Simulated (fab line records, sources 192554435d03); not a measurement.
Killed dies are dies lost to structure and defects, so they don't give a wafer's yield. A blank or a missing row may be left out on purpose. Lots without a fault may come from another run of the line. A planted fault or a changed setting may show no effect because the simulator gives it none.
One fault seen from 2 desks | flow n5_finfet | each desk has only its own numbers; what lay behind them comes last

THE DEFECT DESK
What the inspections along the route counted, lot by lot: means of the sampled wafers that have a number. A lot is out of limits, marked OUT, if its mean lies more than 4 standard deviations from the usual mean; the brackets give that distance.
Columns: A = raw_defect_count at N5_BEOL_M10_INSPECT_58, usual 64
lot  | first seen here | A
L173 | day 10 08:56    | 65
L174 | day 10 16:28    | 66
L176 | day 11 01:15    | 38
L175 | day 11 01:55    | 79
L178 | day 11 10:34    | 58
L179 | day 11 19:09    | 66
L182 | day 12 03:37    | 47
L181 | day 12 03:54    | 53
L185 | day 13 08:23    | 65
L190 | day 14 22:14    | 72
L191 | day 15 02:22    | 73
This desk's finding: nothing out of limits on any of the 11 lots.

THE TOOL OWNER'S DESK: cvd_co-01
The tool's own readings at N5_BEOL_M10_CVD_75 (deposits Co from CCTBA/H2, target thk 2 nm, time 138.9 s): means of the sampled wafers that have a number, for each lot that ran on this tool. A lot is out of limits, marked OUT, if its mean lies more than 4 standard deviations from the usual mean; the brackets give that distance.
Columns: A = run_length_s at N5_BEOL_M10_CVD_75, usual 162.1 s
lot  | first seen here | A
L174 | day 10 14:44    | 162.5
L176 | day 10 23:55    | 162.6
L178 | day 11 08:53    | 161.9
L179 | day 11 15:43    | 161.9
L182 | day 12 02:16    | 162.0
L185 | day 13 06:19    | 162.3
L190 | day 14 20:17    | 137.7 (-58) OUT
L191 | day 15 00:34    | 137.6 (-58) OUT
This desk's finding: out of limits on L190, L191; first on L190, day 14 20:17 (run_length_s at N5_BEOL_M10_CVD_75). In limits: L174, L176, L178, L179, L182, L185.

PUT TOGETHER
The tool owner's desk could have raised an alarm at day 14 20:17, on L190, L191.
The defect desk saw nothing out of limits.
The defect desk has L190, L191 on record, within its limits.
Of the lots named, all ran N5_BEOL_M10_CVD_75 on cvd_co-01.

WHAT THE SIMULATOR HAD PUT IN
Process parameter drift: cvd_co-01, from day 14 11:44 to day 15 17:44, at N5_BEOL_M10_CVD_75. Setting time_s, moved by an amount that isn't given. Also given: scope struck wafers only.
Lots struck among those shown: L190, L191.
Hours from the fault's start to each desk's first reading out of limits: the tool owner's desk, 9.
